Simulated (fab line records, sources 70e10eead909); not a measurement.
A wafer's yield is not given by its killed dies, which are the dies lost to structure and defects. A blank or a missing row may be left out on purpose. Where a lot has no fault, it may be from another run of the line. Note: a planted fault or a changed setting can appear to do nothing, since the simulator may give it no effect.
fab line records	flow nand_harc
record lots=24	wafers=72	last_day=24
route steps=1159 shown P_ZERO_WELL@61 P_STI@83 P_GATE@145
lots that met no fault: from a run of the same line without faults
start_h: the number of hours between the record's first day and the start of the first shown wafer of the lot	wait_h: hours since the lot's step before	" same as the row above	L1.1+2: a single row standing in for several wafers	- value missing, or start not given	* or withheld: withheld	< > ~ a bound
route shown NAME@n: a module of which the file shows steps, and the number in the route of the first	usual: average and standard deviation across the fault-free wafers	same: alike in all rows	chamber/n: place in a boat	sites: per-site readings	_std_site: how widely they spread, as a standard deviation	_edge_site: the outer-site mean with the inner-site mean subtracted	radius_mm: for every site, how far away it sits from the centre of the wafer	mask NAME#n: copy n	behind: the most recent tool/chamber to have shaped the wafer	hold: the reason the lot was held/the length of the hold in hours/how it ended	device: which transistor (n, p or np) failed to switch	end of line: the same wafers' tests at the end of the route	step lacking rows: just its recipe	killed: at the first sort, the dies lost to defects and structure; wafer yield is something else	map: a wafer's dies, x killed, . not, _ none there
set.NAME: setting as actually run; set.NAME@STEP: the setting as run at that earlier step	model.NAME: the simulator's own value behind a step, which no gauge read
one table for each step of the route and one row for each wafer, over a sample of lots
services: the hour from which a tool's chamber was out of use, counted from the record's first day as start_h (under 0 if before that day), plus the number of hours and why
## steps
# step NHARC_P_ZERO_WELL_DESCUM_54
# recipe time_s=3	o2_flow_sccm=200	ar_flow_sccm=0	bias_power_w=0	chemistry=O2
# usual drypump_motor_current_A=5.6/0.37	oes_product_au=0.997/0.0087	rf_vpp_V=57.9/1	showerhead_plenum_p_Torr=1.91/0.094	throttle_valve_pct=11.311/0.0089
# same time_s=3
lot.wafer	tool	chamber	start_h	wait_h	drypump_motor_current_A	oes_product_au	rf_hours_counter_h	rf_vpp_V	showerhead_plenum_p_Torr	throttle_valve_pct
L074.4	rie_diel-05	3	18.16	-	5.0	1.003	-	57.7	1.81	11.294
L074.6	"	2	"	"	5.5	0.999	-	58.1	1.84	11.305
L074.5	"	3	"	"	5.0	0.997	-	57.9	1.81	11.307
L075.4	rie_diel-09	2	24.13	-	5.8	0.996	7	57.7	1.81	11.316
L075.5	"	1	"	"	5.7	0.984	-	59.4	2.04	11.326
L075.6	"	2	"	"	5.8	0.994	-	57.6	1.81	11.317
L076.3	rie_diel-09	0	30.12	-	5.2	1.001	7	58.5	2.03	11.309
L076.1	"	1	"	"	5.6	0.984	7	58.2	2.04	11.316
L076.4	"	2	"	"	5.8	0.996	7	57.4	1.81	11.311
L077.1	rie_diel-09	3	35.95	-	5.6	0.992	8	59.2	1.85	11.320
L077.2	"	2	"	"	5.8	0.999	7	57.4	1.81	11.309
L077.6	"	0	"	"	5.2	0.994	-	57.5	2.03	11.308
L078.2	rie_diel-05	0	41.84	-	6.0	0.999	1	56.3	1.87	11.305
L078.1	"	1	"	"	6.3	0.997	2	58.5	2.03	11.318
L078.5	"	0	"	"	6.0	0.989	-	58.1	1.87	11.312
L079.2	rie_diel-05	3	48.07	-	5.0	1.006	5	57.3	1.81	11.312
L079.6	"	1	"	"	6.3	1.000	-	58.5	2.03	11.317
L079.5	"	3	"	"	5.0	1.010	-	57.5	1.81	11.304
L080.3	rie_diel-09	2	54.08	-	5.7	0.988	10	58.1	1.81	11.327
L080.5	"	0	"	"	5.2	0.995	-	59.7	2.03	11.317
L080.6	"	1	"	"	5.7	0.980	-	58.9	2.04	11.320
L081.2	rie_diel-05	0	59.86	-	6.0	1.003	3	58.1	1.87	11.300
L081.4	"	1	"	"	6.3	1.007	-	58.0	2.03	11.321
L081.6	"	3	"	"	5.0	1.003	-	57.9	1.81	11.307
L082.4	rie_diel-09	0	65.98	-	5.2	0.995	11	57.0	2.03	11.294
L082.1	"	2	"	"	5.8	0.997	11	57.5	1.81	11.297
L082.5	"	0	"	"	5.2	0.998	-	57.2	2.03	11.293
L083.1	rie_diel-05	2	71.80	-	5.5	0.996	2	57.1	1.84	11.303
L083.2	"	3	"	"	5.0	0.995	7	57.3	1.81	11.313
L083.5	"	3	"	"	5.0	0.997	-	55.2	1.81	11.321
L084.1	rie_diel-06	3	77.66	-	5.9	1.020	1	58.4	1.84	11.309
L084.2	"	0	"	"	5.2	1.010	0	59.4	1.83	11.307
L084.3	"	2	"	"	5.7	0.999	0	58.1	2.00	11.301
L085.1	rie_diel-05	2	83.95	-	5.6	0.995	3	56.5	1.84	11.292
L085.3	"	0	"	"	6.0	0.996	4	57.2	1.86	11.313
L085.6	"	1	"	"	6.3	0.998	-	58.9	2.02	11.312
L086.1	rie_diel-06	0	89.79	-	5.2	1.020	1	56.3	1.83	11.311
L086.2	"	1	"	"	5.6	1.019	1	59.6	1.83	11.309
L086.6	"	0	"	"	5.2	1.002	-	57.7	1.83	11.316
L087.1	rie_diel-09	0	95.73	-	5.2	1.002	1	57.9	2.03	11.302
L087.5	"	3	"	"	5.6	0.989	-	59.8	1.85	11.305
L087.6	"	0	"	"	5.2	0.996	-	59.7	2.03	11.307
L088.1	rie_diel-09	2	101.88	-	5.8	0.990	1	58.2	1.81	11.306
L088.4	"	0	"	"	5.2	1.008	1	57.6	2.03	11.316
L088.6	"	1	"	"	5.7	0.995	-	57.9	2.04	11.301
L089.2	rie_diel-09	3	107.98	-	5.7	0.998	1	57.7	1.85	11.302
L089.4	"	0	"	"	5.2	1.006	2	58.8	2.03	11.307
L089.1	"	1	"	"	5.7	0.995	2	57.0	2.04	11.311
L090.3	rie_diel-09	1	113.95	-	5.7	0.991	2	57.8	2.04	11.299
L090.1	"	2	"	"	5.8	0.987	2	57.0	1.81	11.318
L090.6	"	0	"	"	5.2	0.999	-	58.2	2.03	11.288
L091.3	rie_diel-05	1	119.68	-	6.3	1.002	8	57.9	2.02	11.317
L091.4	"	0	"	"	6.0	1.001	7	58.4	1.86	11.328
L091.6	"	1	"	"	6.3	1.008	-	57.0	2.02	11.335
L092.3	rie_diel-09	1	125.99	-	5.7	0.990	3	57.7	2.04	11.335
L092.2	"	3	"	"	5.6	0.983	3	56.8	1.85	11.320
L092.4	"	0	"	"	5.3	0.990	-	58.8	2.03	11.306
L093.1	rie_diel-05	1	132.22	-	6.3	1.008	9	58.1	2.02	11.299
L093.3	"	2	"	"	5.5	1.007	7	59.1	1.84	11.316
L093.6	"	0	"	"	6.0	0.994	-	57.6	1.86	11.300
L094.3	rie_diel-05	0	137.80	-	6.0	0.992	8	58.5	1.86	11.301
L094.1	"	1	"	"	6.2	0.994	9	57.0	2.02	11.324
L094.4	"	2	"	"	5.6	0.995	7	57.8	1.84	11.323
L095.3	rie_diel-05	0	144.14	-	6.0	1.002	9	57.6	1.86	11.318
L095.4	"	1	"	"	6.3	1.004	10	58.7	2.02	11.304
L095.1	"	2	"	"	5.5	1.001	8	57.1	1.84	11.313
L096.4	rie_diel-06	2	150.10	-	5.7	0.998	5	57.6	1.99	11.310
L096.2	"	0	"	"	5.2	1.002	4	57.3	1.83	11.313
L096.6	"	1	"	"	5.6	1.004	-	56.0	1.83	11.311
L097.2	rie_diel-09	1	155.81	-	5.7	0.982	5	59.2	2.04	11.304
L097.4	"	3	"	"	5.7	0.984	4	56.9	1.85	11.304
L097.5	"	0	"	"	5.2	0.993	-	57.4	2.03	11.296
# step NHARC_P_ZERO_WELL_RTA_42
# recipe temp_c=1100	time_s=300
# usual anneal_temp_c_max=1108.0/2	lamp_power_pct=32.3/0.81	wafer_temp_C_max=1105.8/1.3
# same time_s=300
lot.wafer	tool	chamber	start_h	wait_h	anneal_temp_c_max	lamp_power_pct	wafer_temp_C_max
L074.4	rtp_anneal-02	0	19.49	-	1108.7	33.0	1108.6
L074.5	"	0	"	"	1105.4	33.0	1106.9
L074.6	"	0	"	"	1107.1	33.0	1108.0
L075.4	rtp_anneal-01	0	25.42	-	1111.9	31.4	1105.3
L075.5	"	0	"	"	1109.3	31.4	1104.9
L075.6	"	0	"	"	1108.3	31.4	1106.2
L076.1	rtp_anneal-02	0	31.17	-	1107.8	33.1	1105.6
L076.3	"	0	"	"	1108.3	33.1	1106.7
L076.4	"	0	"	"	1106.2	33.1	1106.4
L077.1	rtp_anneal-01	0	36.98	-	1107.4	31.5	1104.9
L077.2	"	0	"	"	1110.7	31.4	1105.1
L077.6	"	0	"	"	1112.3	31.4	1108.1
L078.1	rtp_anneal-02	0	42.85	-	1108.0	33.0	1106.5
L078.2	"	0	"	"	1106.3	33.0	1106.2
L078.5	"	0	"	"	1107.3	33.0	1105.4
L079.2	rtp_anneal-02	0	49.18	-	1106.1	33.1	1107.8
L079.5	"	0	"	"	1105.6	33.1	1105.6
L079.6	"	0	"	"	1106.7	33.1	1109.1
L080.3	rtp_anneal-02	0	55.34	-	1106.1	33.1	1106.4
L080.5	"	0	"	"	1106.8	33.1	1107.6
L080.6	"	0	"	"	1104.6	33.1	1106.6
L081.2	rtp_anneal-01	0	60.98	-	1110.6	31.5	1105.4
L081.4	"	0	"	"	1110.5	31.4	1104.6
L081.6	"	0	"	"	1108.4	31.5	1104.8
L082.1	rtp_anneal-02	0	66.95	-	1107.0	33.0	1105.8
L082.4	"	0	"	"	1109.1	33.1	1107.5
L082.5	"	0	"	"	1105.3	33.1	1108.0
L083.1	rtp_anneal-02	0	72.78	-	1105.5	33.0	1104.4
L083.2	"	0	"	"	1105.4	33.1	1106.2
L083.5	"	0	"	"	1107.9	33.1	1106.5
L084.1	rtp_anneal-02	0	78.65	-	1106.6	33.1	1105.2
L084.2	"	0	"	"	1105.9	33.1	1107.4
L084.3	"	0	"	"	1104.8	33.1	1108.2
L085.1	rtp_anneal-01	0	84.94	-	1108.7	31.5	1104.7
L085.3	"	0	"	"	1110.1	31.5	1103.9
L085.6	"	0	"	"	1108.2	31.5	1104.7
L086.1	rtp_anneal-02	0	90.75	-	1107.1	33.1	1107.8
L086.2	"	0	"	"	1106.0	33.1	1104.5
L086.6	"	0	"	"	1105.2	33.1	1104.7
L087.1	rtp_anneal-01	0	96.69	-	1109.8	31.5	1104.3
L087.5	"	0	"	"	1110.6	31.4	1105.8
L087.6	"	0	"	"	1109.5	31.5	1105.1
L088.1	rtp_anneal-01	0	102.84	-	1107.6	31.5	1104.9
L088.4	"	0	"	"	1108.0	31.4	1106.9
L088.6	"	0	"	"	1107.2	31.5	1105.6
L089.1	rtp_anneal-02	0	108.95	-	1106.3	33.1	1107.0
L089.2	"	0	"	"	1106.3	33.1	1105.3
L089.4	"	0	"	"	1106.8	33.1	1105.3
L090.1	rtp_anneal-02	0	114.91	-	1105.9	33.1	1106.0
L090.3	"	0	"	"	1106.2	33.1	1104.9
L090.6	"	0	"	"	1108.2	33.1	1105.2
L091.3	rtp_anneal-01	0	120.88	-	1107.2	31.4	1105.6
L091.4	"	0	"	"	1108.3	31.5	1105.9
L091.6	"	0	"	"	1108.0	31.4	1104.0
L092.2	rtp_anneal-01	0	127.08	-	1109.9	31.3	1104.7
L092.3	"	0	"	"	1112.3	31.4	1105.7
L092.4	"	0	"	"	1108.2	31.3	1104.5
L093.1	rtp_anneal-01	0	133.17	-	1109.3	31.4	1104.2
L093.3	"	0	"	"	1107.4	31.4	1105.5
L093.6	"	0	"	"	1108.1	31.5	1103.6
L094.1	rtp_anneal-01	0	138.77	-	1110.4	31.5	1103.5
L094.3	"	0	"	"	1113.8	31.5	1103.7
L094.4	"	0	"	"	1110.9	31.5	1105.0
L095.1	rtp_anneal-01	0	145.12	-	1110.6	31.4	1105.7
L095.3	"	0	"	"	1110.0	31.5	1106.1
L095.4	"	0	"	"	1109.0	31.4	1105.6
L096.2	rtp_anneal-01	0	151.18	-	1108.6	31.4	1104.5
L096.4	"	0	"	"	1108.3	31.4	1104.6
L096.6	"	0	"	"	1110.1	31.4	1104.3
L097.2	rtp_anneal-02	0	156.89	-	1107.9	33.1	1107.2
L097.4	"	0	"	"	1105.7	33.1	1107.5
L097.5	"	0	"	"	1106.6	33.1	1106.0
# step NHARC_P_STI_CD_MEAS_09
# recipe target_cd_nm=200	landing_energy_ev=500
# usual cd_nm=199.6/1.9
lot.wafer	tool	chamber	start_h	wait_h	cd_nm
L074.4	cd_sem-01	0	32.33	-	201.5
L074.5	"	0	"	"	200.7
L074.6	"	0	"	"	202.3
L075.4	cd_sem-01	0	42.94	-	199.9
L075.5	"	0	"	"	199.3
L075.6	"	0	"	"	200.3
L076.1	cd_sem-01	0	51.26	-	202.6
L076.3	"	0	"	"	203.1
L076.4	"	0	"	"	203.4
L077.1	cd_sem-03	0	51.42	-	201.6
L077.2	"	0	"	"	200.5
L077.6	"	0	"	"	203.0
L078.1	cd_sem-01	0	59.26	-	201.7
L078.2	"	0	"	"	200.7
L078.5	"	0	"	"	202.8
L079.2	cd_sem-01	0	65.22	-	202.0
L079.5	"	0	"	"	201.8
L079.6	"	0	"	"	198.9
L080.3	cd_sem-02	0	72.90	-	198.0
L080.5	"	0	"	"	197.4
L080.6	"	0	"	"	197.5
L081.2	cd_sem-03	0	78.35	-	198.8
L081.4	"	0	"	"	198.7
L081.6	"	0	"	"	198.8
L082.1	cd_sem-01	0	85.46	-	198.7
L082.4	"	0	"	"	200.1
L082.5	"	0	"	"	200.1
L083.1	cd_sem-03	0	85.50	-	195.8
L083.2	"	0	"	"	196.5
L083.5	"	0	"	"	198.4
L084.1	cd_sem-01	0	97.40	-	202.0
L084.2	"	0	"	"	202.1
L084.3	"	0	"	"	199.8
L085.1	cd_sem-03	0	101.75	-	199.3
L085.3	"	0	"	"	197.5
L085.6	"	0	"	"	199.0
L086.1	cd_sem-02	0	109.57	-	200.6
L086.2	"	0	"	"	200.6
L086.6	"	0	"	"	201.5
L087.1	cd_sem-03	0	109.74	-	200.2
L087.5	"	0	"	"	198.7
L087.6	"	0	"	"	198.6
L089.1	cd_sem-01	0	121.75	-	198.3
L089.2	"	0	"	"	198.5
L089.4	"	0	"	"	198.9
L088.1	cd_sem-01	0	121.92	-	197.5
L088.4	"	0	"	"	197.8
L088.6	"	0	"	"	200.3
L090.1	cd_sem-03	0	130.91	-	199.1
L090.3	"	0	"	"	199.3
L090.6	"	0	"	"	200.0
L091.3	cd_sem-01	0	139.02	-	200.3
L091.4	"	0	"	"	202.9
L091.6	"	0	"	"	202.0
L092.2	cd_sem-03	0	145.39	-	199.6
L092.3	"	0	"	"	199.7
L092.4	"	0	"	"	200.0
L093.1	cd_sem-02	0	150.43	-	197.0
L093.3	"	0	"	"	200.8
L093.6	"	0	"	"	199.1
L094.1	cd_sem-01	0	157.90	-	201.0
L094.3	"	0	"	"	200.0
L094.4	"	0	"	"	199.7
L095.1	cd_sem-03	0	158.07	-	194.5
L095.3	"	0	"	"	198.1
L095.4	"	0	"	"	195.5
L097.2	cd_sem-02	0	171.90	-	200.0
L097.4	"	0	"	"	199.1
L097.5	"	0	"	"	199.9
L096.2	cd_sem-02	0	172.06	-	198.4
L096.4	"	0	"	"	197.2
L096.6	"	0	"	"	199.1
# step NHARC_P_STI_OCD_MEAS_17
# usual trench_depth_nm=300.7/3	trench_foot_cd_nm=157.5/2
lot.wafer	tool	chamber	start_h	wait_h	trench_depth_nm	trench_foot_cd_nm
L074.4	ocd-01	-	33.11	0.1	301.5	159.0
L074.5	"	-	"	"	301.9	158.5
L074.6	"	-	"	"	298.7	160.7
L075.4	ocd-01	-	43.75	0.1	294.2	157.6
L075.5	"	-	"	"	298.5	157.3
L075.6	"	-	"	"	298.9	158.1
L076.1	ocd-01	-	52.05	0.1	302.6	160.7
L076.3	"	-	"	"	301.3	161.0
L076.4	"	-	"	"	295.2	161.8
L077.1	ocd-02	-	52.24	0.1	293.3	160.2
L077.2	"	-	"	"	299.4	158.3
L077.6	"	-	"	"	297.7	162.1
L078.1	ocd-01	-	60.05	0.1	304.4	159.5
L078.2	"	-	"	"	300.8	159.3
L078.5	"	-	"	"	302.8	160.4
L079.2	ocd-02	-	66.00	0.1	301.3	159.4
L079.5	"	-	"	"	304.2	159.2
L079.6	"	-	"	"	302.0	156.9
L080.3	ocd-02	-	73.69	0.1	299.7	155.7
L080.5	"	-	"	"	297.8	155.7
L080.6	"	-	"	"	294.9	156.1
L081.2	ocd-02	-	79.16	0.1	297.0	157.0
L081.4	"	-	"	"	296.3	157.9
L081.6	"	-	"	"	297.6	157.2
L082.1	ocd-02	-	86.26	0.1	305.5	155.6
L082.4	"	-	"	"	301.5	158.1
L082.5	"	-	"	"	303.1	157.5
L083.1	ocd-01	-	86.31	0.1	296.3	154.6
L083.2	"	-	"	"	299.7	153.9
L083.5	"	-	"	"	295.8	156.3
L084.1	ocd-02	-	98.19	0.1	299.9	160.3
L084.2	"	-	"	"	299.6	160.1
L084.3	"	-	"	"	300.1	157.9
L085.1	ocd-02	-	102.54	0.1	297.1	157.8
L085.3	"	-	"	"	299.7	155.7
L085.6	"	-	"	"	296.4	157.2
L086.1	ocd-01	-	110.36	0.1	297.6	159.1
L086.2	"	-	"	"	297.1	159.0
L086.6	"	-	"	"	297.6	159.8
L087.1	ocd-02	-	110.52	0.1	302.5	157.4
L087.5	"	-	"	"	303.4	156.1
L087.6	"	-	"	"	302.0	155.5
L089.1	ocd-02	-	122.55	0.1	302.8	156.2
L089.2	"	-	"	"	306.6	155.4
L089.4	"	-	"	"	304.4	156.4
L088.1	ocd-01	-	122.70	0.1	301.0	154.7
L088.4	"	-	"	"	300.2	155.9
L088.6	"	-	"	"	297.0	159.5
L090.1	ocd-02	-	131.77	0.1	301.1	156.5
L090.3	"	-	"	"	303.7	157.0
L090.6	"	-	"	"	300.9	158.0
L091.3	ocd-02	-	139.81	0.1	298.3	158.3
L091.4	"	-	"	"	300.3	160.8
L091.6	"	-	"	"	298.2	160.1
L092.2	ocd-02	-	146.17	0.1	303.7	157.0
L092.3	"	-	"	"	300.8	157.6
L092.4	"	-	"	"	301.6	157.8
L093.1	ocd-01	-	151.22	0.1	301.4	154.7
L093.3	"	-	"	"	302.2	159.0
L093.6	"	-	"	"	299.6	156.7
L094.1	ocd-02	-	158.73	0.1	304.0	159.0
L094.3	"	-	"	"	301.9	157.5
L094.4	"	-	"	"	298.4	157.6
L095.1	ocd-01	-	158.86	0.1	298.1	152.9
L095.3	"	-	"	"	307.0	154.6
L095.4	"	-	"	"	303.1	153.0
L097.2	ocd-02	-	172.69	0.1	302.6	157.9
L097.4	"	-	"	"	305.8	156.7
L097.5	"	-	"	"	302.1	157.7
L096.2	ocd-01	-	172.86	0.1	302.6	156.7
L096.4	"	-	"	"	298.2	156.0
L096.6	"	-	"	"	303.7	156.2
# step NHARC_P_STI_OCD_MEAS_43
# usual trench_depth_nm=300.7/2.9	trench_foot_cd_nm=157.5/2
lot.wafer	tool	chamber	start_h	wait_h	trench_depth_nm	trench_foot_cd_nm
L074.4	ocd-01	-	33.63	-	302.0	158.8
L074.5	"	-	"	"	302.0	158.6
L074.6	"	-	"	"	298.3	160.8
L075.4	ocd-02	-	44.35	-	294.1	158.4
L075.5	"	-	"	"	298.6	157.3
L075.6	"	-	"	"	299.4	158.0
L076.1	ocd-01	-	52.57	-	303.3	160.5
L076.3	"	-	"	"	300.9	161.0
L076.4	"	-	"	"	295.0	161.6
L077.1	ocd-02	-	52.75	-	293.5	160.2
L077.2	"	-	"	"	299.2	158.8
L077.6	"	-	"	"	298.1	161.3
L078.1	ocd-02	-	60.55	-	303.9	159.6
L078.2	"	-	"	"	300.9	159.0
L078.5	"	-	"	"	302.4	160.0
L079.2	ocd-01	-	66.51	-	301.1	159.9
L079.5	"	-	"	"	303.9	159.1
L079.6	"	-	"	"	302.0	156.3
L080.3	ocd-01	-	74.29	-	299.0	156.0
L080.5	"	-	"	"	297.8	156.3
L080.6	"	-	"	"	294.5	156.5
L081.2	ocd-01	-	79.66	-	297.0	157.4
L081.4	"	-	"	"	297.0	157.3
L081.6	"	-	"	"	297.0	157.3
L082.1	ocd-02	-	86.78	-	306.2	156.5
L082.4	"	-	"	"	301.9	158.2
L082.5	"	-	"	"	302.8	157.8
L083.1	ocd-01	-	86.91	-	296.3	154.7
L083.2	"	-	"	"	299.1	154.0
L083.5	"	-	"	"	296.3	156.7
L084.1	ocd-01	-	98.80	-	299.6	160.1
L084.2	"	-	"	"	299.4	160.4
L084.3	"	-	"	"	299.8	157.8
L085.1	ocd-01	-	103.05	-	297.7	158.0
L085.3	"	-	"	"	299.7	155.3
L085.6	"	-	"	"	296.6	157.0
L086.1	ocd-01	-	110.86	-	297.4	158.7
L086.2	"	-	"	"	297.1	158.8
L086.6	"	-	"	"	297.7	160.2
L087.1	ocd-02	-	111.15	-	302.5	158.0
L087.5	"	-	"	"	302.4	156.0
L087.6	"	-	"	"	302.2	155.9
L089.1	ocd-02	-	123.05	-	302.4	156.3
L089.2	"	-	"	"	306.7	155.6
L089.4	"	-	"	"	304.2	156.3
L088.1	ocd-01	-	123.21	-	302.2	155.3
L088.4	"	-	"	"	299.5	156.3
L088.6	"	-	"	"	297.1	158.8
L090.1	ocd-01	-	132.27	-	301.1	157.2
L090.3	"	-	"	"	303.1	157.2
L090.6	"	-	"	"	300.6	158.1
L091.3	ocd-01	-	140.32	-	298.7	158.1
L091.4	"	-	"	"	299.9	161.1
L091.6	"	-	"	"	298.0	159.9
L092.2	ocd-01	-	146.68	-	303.7	156.8
L092.3	"	-	"	"	300.3	158.1
L092.4	"	-	"	"	301.2	157.8
L093.1	ocd-02	-	151.74	-	300.9	154.8
L093.3	"	-	"	"	302.4	158.9
L093.6	"	-	"	"	300.1	156.7
L094.1	ocd-02	-	159.24	-	304.1	158.4
L094.3	"	-	"	"	301.4	158.0
L094.4	"	-	"	"	297.8	157.9
L095.1	ocd-01	-	159.38	-	298.3	152.7
L095.3	"	-	"	"	307.0	155.0
L095.4	"	-	"	"	303.9	152.7
L097.2	ocd-02	-	173.19	-	302.1	157.4
L097.4	"	-	"	"	305.8	156.5
L097.5	"	-	"	"	301.7	157.6
L096.2	ocd-01	-	173.37	-	302.6	156.7
L096.4	"	-	"	"	298.6	155.3
L096.6	"	-	"	"	304.6	156.9
# step NHARC_P_GATE_ETCH_104
# recipe target_depth_a=600	time_s=withheld	cf4_flow_sccm=100	chf3_flow_sccm=30	ar_flow_sccm=0	rf_w=500	bias_w=200	chemistry=CF4/CHF3
# usual drypump_motor_current_A=5.8/0.39	oes_product_au=0.949/0.02	rf_vpp_V=370.7/2.7	showerhead_plenum_p_Torr=1.57/0.077	throttle_valve_pct=16.802/0.0082
lot.wafer	tool	chamber	start_h	wait_h	drypump_motor_current_A	oes_product_au	rf_vpp_V	showerhead_plenum_p_Torr	throttle_valve_pct
L074.4	rie_diel-01	0	88.36	0.2	5.3	0.926	372.2	1.62	16.815
L074.6	"	1	"	"	5.7	0.922	373.7	1.64	16.803
L074.5	"	2	"	"	5.5	0.917	368.6	1.50	16.794
L075.4	rie_diel-01	1	97.28	0.1	5.7	0.954	371.8	1.64	16.807
L075.6	"	0	"	"	5.3	0.979	371.3	1.62	16.801
L075.5	"	1	"	"	5.8	0.958	371.9	1.64	16.821
L076.1	rie_diel-04	3	109.33	0.1	6.0	0.938	373.7	1.67	16.802
L076.3	"	0	"	"	6.0	0.955	371.4	1.62	16.800
L076.4	"	1	"	"	6.2	0.950	366.2	1.47	16.810
L077.2	rie_diel-01	1	109.59	0.1	5.7	0.937	373.7	1.64	16.799
L077.1	"	2	"	"	5.6	0.922	366.6	1.49	16.810
L077.6	"	2	"	"	5.6	0.915	368.1	1.49	16.808
L079.2	rie_diel-03	3	112.94	0.1	6.4	0.954	373.3	1.67	16.814
L079.5	"	2	"	"	6.8	0.949	370.8	1.58	16.795
L079.6	"	3	"	"	6.4	0.957	372.5	1.67	16.800
L078.2	rie_diel-03	2	113.12	0.1	6.7	0.950	371.1	1.58	16.804
L078.1	"	3	"	"	6.4	0.950	373.8	1.67	16.807
L078.5	"	1	"	"	6.4	0.957	367.6	1.50	16.788
L080.3	rie_diel-04	3	129.30	0.2	6.0	0.963	374.4	1.67	16.809
L080.5	"	1	"	"	6.1	0.948	368.2	1.47	16.795
L080.6	"	2	"	"	5.6	0.945	367.2	1.48	16.810
L081.4	rie_diel-04	1	144.56	0.2	6.2	0.954	366.7	1.47	16.804
L081.2	"	2	"	"	5.6	0.955	368.4	1.48	16.797
L081.6	"	3	"	"	6.0	0.973	372.9	1.66	16.799
L083.2	rie_diel-04	2	144.80	0.1	5.6	0.936	367.6	1.48	16.795
L083.1	"	1	"	"	6.2	0.938	366.0	1.47	16.793
L083.5	"	2	"	"	5.6	0.932	367.2	1.48	16.804
L082.1	rie_diel-03	1	146.04	0.2	6.4	0.931	367.7	1.50	16.809
L082.4	"	2	"	"	6.7	0.940	369.7	1.57	16.799
L082.5	"	1	"	"	6.4	0.933	369.1	1.50	16.801
L085.3	rie_diel-04	1	155.66	0.1	6.1	0.969	366.2	1.47	16.791
L085.1	"	3	"	"	6.0	0.975	374.2	1.66	16.802
L085.6	"	1	"	"	6.2	0.971	366.6	1.47	16.801
L084.3	rie_diel-01	1	155.81	0.1	5.7	0.969	371.7	1.64	16.783
L084.2	"	2	"	"	5.6	0.963	366.9	1.49	16.803
L084.1	"	0	"	"	5.3	0.983	372.1	1.62	16.800
L087.1	rie_diel-04	1	169.88	0.1	6.1	0.941	366.9	1.47	16.801
L087.6	"	3	"	"	6.0	0.954	373.0	1.66	16.790
L087.5	"	0	"	"	6.0	0.943	370.6	1.62	16.790
L086.2	rie_diel-01	1	170.35	0.1	5.7	0.959	373.7	1.64	16.792
L086.1	"	3	"	"	5.6	0.966	372.7	1.65	16.805
L086.6	"	2	"	"	5.6	0.947	368.1	1.49	16.804
L088.1	rie_diel-01	2	180.57	0.1	5.5	0.918	369.2	1.49	16.804
L088.4	"	0	"	"	5.3	0.947	371.2	1.62	16.800
L088.6	"	2	"	"	5.5	0.934	368.6	1.49	16.791
L089.2	rie_diel-04	2	181.16	0.1	5.6	0.972	368.3	1.48	16.802
L089.1	"	3	"	"	6.0	0.976	373.5	1.66	16.787
L089.4	"	0	"	"	5.9	0.966	372.6	1.62	16.820
L090.3	rie_diel-03	0	187.28	0.1	5.2	0.937	366.7	1.47	16.791
L090.1	"	1	"	"	6.4	0.945	367.4	1.49	16.796
L090.6	"	2	"	"	6.7	0.944	370.7	1.57	16.805
L091.3	rie_diel-01	2	195.92	0.1	5.5	0.924	368.1	1.49	16.798
L091.4	"	0	"	"	5.3	0.929	371.7	1.62	16.787
L091.6	"	3	"	"	5.6	0.924	373.7	1.65	16.803
L092.4	rie_diel-01	3	196.10	0.1	5.6	0.929	373.1	1.65	16.801
L092.2	"	0	"	"	5.3	0.933	371.9	1.62	16.804
L092.3	"	1	"	"	5.7	0.923	372.2	1.64	16.779
L093.1	rie_diel-03	1	203.81	0.1	6.4	0.962	367.1	1.49	16.809
L093.3	"	0	"	"	5.2	0.968	366.9	1.47	16.819
L093.6	"	1	"	"	6.4	0.963	369.1	1.49	16.791
L095.4	rie_diel-04	0	212.18	0.1	5.9	0.968	372.5	1.61	16.798
L095.3	"	1	"	"	6.1	0.970	366.2	1.46	16.793
L095.1	"	2	"	"	5.6	0.977	367.9	1.47	16.801
L094.4	rie_diel-04	3	212.63	0.1	6.0	0.985	374.2	1.66	16.794
L094.3	"	1	"	"	6.2	0.973	367.3	1.46	16.792
L094.1	"	2	"	"	5.6	0.956	368.6	1.47	16.798
L097.2	rie_diel-01	3	221.78	0.3	5.6	0.937	373.0	1.65	16.802
L097.4	"	0	"	"	5.3	0.923	372.7	1.61	16.810
L097.5	"	2	"	"	5.6	0.940	366.7	1.49	16.813
L096.4	rie_diel-01	2	222.82	0.1	5.6	0.915	368.2	1.49	16.784
L096.2	"	1	"	"	5.8	0.929	373.0	1.63	16.789
L096.6	"	3	"	"	5.6	0.927	373.6	1.65	16.824
## services
tool	chamber	start_h	hours	kind
rie_diel-05	-	0.61	1.1	repair
rie_diel-05	0	5.89	18.1	repair
rie_diel-05	1	15.73	12.7	repair
rie_diel-05	2	19.25	44.4	repair
rie_diel-04	-	23.22	0.1	repair
rie_diel-03	-	38.32	9.0	pm
rie_diel-06	-	64.20	9.0	pm
rie_diel-01	3	68.88	7.0	repair
rie_diel-09	-	77.11	9.0	pm
rie_diel-04	-	112.24	9.0	pm
rie_diel-09	2	114.31	30.4	repair
rie_diel-03	3	123.73	5.0	repair
rie_diel-09	0	129.59	11.9	repair
rie_diel-01	-	137.83	9.0	pm
rie_diel-09	2	157.49	3.7	repair
rie_diel-05	-	163.60	9.0	pm
rie_diel-09	-	185.47	8.0	repair
rie_diel-04	-	186.22	1.5	repair
rie_diel-04	3	192.49	1.6	repair
rie_diel-06	2	198.20	4.0	repair
rie_diel-06	0	211.83	9.2	repair
rie_diel-03	-	215.43	9.0	pm
rie_diel-05	1	217.24	5.0	repair
rie_diel-01	0	217.65	4.0	repair
## key
fault none
